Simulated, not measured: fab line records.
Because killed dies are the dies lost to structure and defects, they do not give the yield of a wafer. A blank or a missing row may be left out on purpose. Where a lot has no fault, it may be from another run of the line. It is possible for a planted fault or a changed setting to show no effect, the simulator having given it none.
Chamber matching | flow n5_finfet | 3 sister chambers for N5_BEOL_M9_PECVD_70 on pecvd-01
The step deposits SiO2 from TEOS/O2, target thk 20 nm, time 22.7 s. 3 wafers are shown with their chamber, then 8 later ones without.

## WAFERS, EACH WITH ITS CHAMBER
wafer  | chamber | throttle_valve_pct (%)
L087.5 | 2       | 21.2
L087.6 | 0       | 22.4
L090.2 | 1       | 25.6

## WAFERS WITH NO CHAMBER GIVEN
wafer  | throttle_valve_pct (%)
L090.3 | 21.1
L090.5 | 25.6
L091.2 | 21.1
L091.3 | 22.3
L091.6 | 25.7
L096.2 | 22.3
L096.4 | 25.6
L096.6 | 25.8

## THE CHAMBER EACH PASSED THROUGH
wafer  | from the rows above | in truth
L090.3 | 2                   | 2
L090.5 | 1                   | 1
L091.2 | 2                   | 2
L091.3 | 0                   | 0
L091.6 | 1                   | 1
L096.2 | 0                   | 0
L096.4 | 1                   | 1
L096.6 | 1                   | 1
Correctly placed: 8 of 8. From these rows, 0 cannot be placed. Number placed wrongly: 0.
How it was worked out, from the rows above alone: a wafer's distance from a chamber is the root of the sum, over the readings, of the square of ((its reading less the chamber's mean) divided by the reading's scatter). The wafer belongs to the nearest chamber; if the next one is less than 2 further off, it can't be placed. For every chamber, the mean is computed from those of its wafers that are shown. The scatter: root of mean squared gap, hidden wafer to nearest shown wafer, with one shown wafer a chamber.
